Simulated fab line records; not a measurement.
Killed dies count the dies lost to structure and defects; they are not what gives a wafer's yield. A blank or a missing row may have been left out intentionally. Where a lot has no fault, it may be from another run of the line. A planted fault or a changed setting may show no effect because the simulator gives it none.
Split-lot study ; flow n5 finfet ; 7 lots, 21 wafers read, on a route of 1938 steps

SPLIT DETAILS
At N5_BEOL_M9_EXPOSE_08 (exposes mask M9), the setting dose mj was moved away from the recipe's 53.75 on 7 of the 21 wafers read, by -2.8% to +7.1%. All remaining wafers had this setting at the recipe value.

FROM THE SPLIT TO THE READING: what the file shows between them, 17 steps
- N5_BEOL_M9_PEB_09: peb time 60 s
- N5_BEOL_M9_DEVELOP_10: develop time 30 s
- N5_BEOL_M9_CD_MEAS_11: target cd 64.1 nm
- N5_BEOL_M9_STRIP_68: strips in N2/H2
- N5_BEOL_M9_STRIP_67: strips in CF4
- N5_BEOL_M9_HM_OPEN_17: chemistry Cl2/BCl3, target TiN, target depth 20 nm, overetch 6 nm
- N5_BEOL_M9_STRIP_19: strips in O2
- N5_BEOL_M9_CD_MEAS_18: pitch 140 nm, target cd 70 nm
- N5_BEOL_M9_COAT_63: time 60 s, resist thk 60 nm
- N5_BEOL_M9_COAT_64: time 60 s, resist thk 12 nm
- N5_BEOL_M9_STRIP_73: strips in C4F6/O2
- N5_BEOL_M9_STRIP_36: strips in N2/H2
- N5_BEOL_M9_TRENCH_ETCH_37: etches SiCOH lowk in C4F6/O2, target depth 151.43 nm, time 49 s
- N5_BEOL_M9_ETCH_41: etches SiCN in CH3F/O2, target depth 36.6 nm, time 70.1 s
- N5_BEOL_M9_STRIP_80: strips in N2/H2, time 10 s
- N5_BEOL_M9_PRECLEAN_42: cleans in residue remover, time 60 s
- N5_BEOL_M9_SRD_43: time 30 s

THE READING
cd nm, in nm, at N5_BEOL_M9_CD_MEAS_35 (target cd 70 nm, target cd y 40 nm). Typical for fault-free wafers on this fab line: 70.4 nm, with standard deviation 0.92 nm.

wafer;tool, chamber at the split;dose mj as run;against the recipe;cd nm, nm;against lot-mates on the recipe
L074.1;arfi scanner-01, 0;55.63;+3.5%;70.7;+0.3
L074.2;arfi scanner-01, 0;53.75;recipe;70.4;-
L074.5;arfi scanner-01, 0;55.63;+3.5%;71.6;+1.2
L081.1;arfi scanner-03, 0;53.75;recipe;71.0;-
L081.5;arfi scanner-03, 0;53.75;recipe;71.3;-
L081.6;arfi scanner-03, 0;53.75;recipe;70.8;-
L089.3;arfi scanner-02, 0;53.75;recipe;71.3;-
L089.5;arfi scanner-02, 0;57.27;+6.5%;74.4;+3.1
L089.6;arfi scanner-02, 0;57.27;+6.5%;75.0;+3.7
L090.1;arfi scanner-02, 0;53.75;recipe;71.4;-
L090.2;arfi scanner-02, 0;53.75;recipe;71.8;-
L090.4;arfi scanner-02, 0;57.58;+7.1%;75.2;+3.6
L091.2;arfi scanner-02, 0;53.75;recipe;70.1;-
L091.3;arfi scanner-02, 0;53.75;recipe;69.7;-
L091.4;arfi scanner-02, 0;52.25;-2.8%;68.6;-1.3
L093.1;arfi scanner-02, 0;53.75;recipe;71.3;-
L093.3;arfi scanner-02, 0;53.75;recipe;72.3;-
L093.4;arfi scanner-02, 0;53.75;recipe;71.0;-
L096.2;arfi scanner-02, 0;55.41;+3.1%;72.6;+2.3
L096.3;arfi scanner-02, 0;53.75;recipe;70.0;-
L096.5;arfi scanner-02, 0;53.75;recipe;70.6;-

FIT RESULTS
A straight line over all 21 wafers: cd nm changes by +0.547 nm for each +1% of dose mj; r = +0.87; the points scatter about the line by 0.84 nm.
The same after taking each lot's own level away (the mean of its wafers on the recipe; 21 wafers): +0.487 nm for each +1%; r = +0.94; scatter 0.49 nm.
The reading moves by 3.5 nm for the largest change in dose mj, on that fit.
The span of the lots' own levels, 69.90 to 71.60 nm, comes to 1.8 times the standard deviation stated above.
So the lot-to-lot level changes the slope: the two fits differ.
Check: +3.38 nm against its lot-mates is what the line predicts for one of the wafers moved furthest among these (+7.1%) when that wafer is left out of the fit. Against them it came out at +3.6 nm.

THE WHOLE CHAIN: every reading that the file lists as answering this split, in the file's order
step;what it does;reading;change (the file's fit);r (the file's)
N5_BEOL_M9_CD_MEAS_11;target cd 64.1 nm;cd nm;+0.499 nm for each +1% of the setting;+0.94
N5_BEOL_M9_CD_MEAS_18;pitch 140 nm, target cd 70 nm;cd nm;+0.496 nm for each +1% of the setting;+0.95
N5_BEOL_M9_CD_MEAS_35;target cd 70 nm, target cd y 40 nm;cd nm;+0.492 nm for each +1% of the setting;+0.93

FILE'S OWN FIT
cd nm changes by +0.492 nm for each +1% of dose mj, r = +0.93.
